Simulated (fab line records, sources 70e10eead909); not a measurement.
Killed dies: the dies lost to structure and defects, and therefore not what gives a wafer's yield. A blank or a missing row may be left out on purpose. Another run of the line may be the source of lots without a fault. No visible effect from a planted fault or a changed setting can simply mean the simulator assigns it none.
Chamber matching	flow nand-harc	4 sister chambers for NHARC_P_M1_DESCUM_14 on rie-diel-04
The step chemistry O2, time 3 s. 4 wafers are shown with their chamber, then 7 later ones without.

## WAFERS WITH THEIR CHAMBER
wafer	chamber	drypump-motor-current-A (A)
L074.6	2	6.4
L079.4	1	5.4
L080.1	3	6.4
L080.5	0	5.0

## WAFERS MISSING THEIR CHAMBER
wafer	drypump-motor-current-A (A)
L080.6	5.4
L086.1	5.4
L086.2	5.1
L086.4	5.4
L089.2	6.4
L089.4	6.4
L089.5	5.4

## EACH ONE'S CHAMBER
wafer	from the rows above	in truth
L080.6	1	1
L086.1	1	1
L086.2	0	0
L086.4	1	1
L089.2	can't be placed: 2 or 3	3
L089.4	can't be placed: 2 or 3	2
L089.5	1	1
5 of 7 placed correctly. These rows do not allow placing 2 (true chamber among the candidates in 2). 0 placed wrongly.
How it was worked out, from the rows above alone: a wafer's distance from a chamber is the root of the sum, over the readings, of the square of ((its reading less the chamber's mean) divided by the reading's scatter). If the next closest chamber is less than 2 further off than the closest, the wafer can't be placed; otherwise it belongs to the closest. A chamber's mean is the mean of its shown wafers. The scatter: root of mean squared gap, hidden wafer to nearest shown wafer, with one shown wafer a chamber.
